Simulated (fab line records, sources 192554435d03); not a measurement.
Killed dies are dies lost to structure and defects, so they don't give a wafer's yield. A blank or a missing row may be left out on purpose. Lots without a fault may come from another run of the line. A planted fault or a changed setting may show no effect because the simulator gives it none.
Chamber matching | flow n5_finfet | N5_STI_FIN_REVEAL_STRIP_24 on rie_diel-06: 4 sister chambers
The step strips in N2/H2, time 90 s. 8 wafers are shown with their chamber, then 7 later ones without.

WAFERS WITH THEIR CHAMBER
wafer  | chamber | drypump_motor_current_A (A) | showerhead_plenum_p_Torr (Torr)
L889.6 | 2       | 5.78                        | 3.18
L890.5 | 1       | 5.61                        | 3.32
L891.5 | 3       | 5.27                        | 3.48
L892.3 | 1       | 5.63                        | 3.32
L892.5 | 3       | 5.30                        | 3.47
L892.6 | 0       | 5.62                        | 3.61
L898.2 | 2       | 5.77                        | 3.58
L898.3 | 0       | 5.61                        | 3.60

WAFERS WITHOUT THEIR CHAMBER
wafer  | drypump_motor_current_A (A) | showerhead_plenum_p_Torr (Torr)
L898.5 | 5.62                        | 3.31
L899.1 | 5.77                        | 3.58
L899.4 | 5.60                        | 3.60
L899.6 | 5.58                        | 3.60
L900.2 | 5.77                        | 3.58
L900.3 | 5.30                        | 3.46
L900.6 | 5.30                        | 3.46

WHICH CHAMBER EACH WENT THROUGH
wafer  | from the rows above     | in truth
L898.5 | 1                       | 1
L899.1 | 2                       | 2
L899.4 | can't be placed: 0 or 1 | 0
L899.6 | can't be placed: 0 or 1 | 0
L900.2 | 2                       | 2
L900.3 | 3                       | 3
L900.6 | 3                       | 3
Placed correctly: 5 of 7. Can't be placed from these rows: 2 (the true chamber is among the candidates in 2). Placed wrongly: 0.
How it was worked out, from the rows above alone: a wafer's distance from a chamber is the root of the sum, over the readings, of the square of ((its reading less the chamber's mean) divided by the reading's scatter). The wafer belongs to the nearest chamber; if the next one is less than 2 further off, it can't be placed. A chamber's mean is the mean of its shown wafers. The scatter: the root of (the sum of the squares of (reading less its chamber's mean) over the shown wafers, divided by (wafers less chambers)).
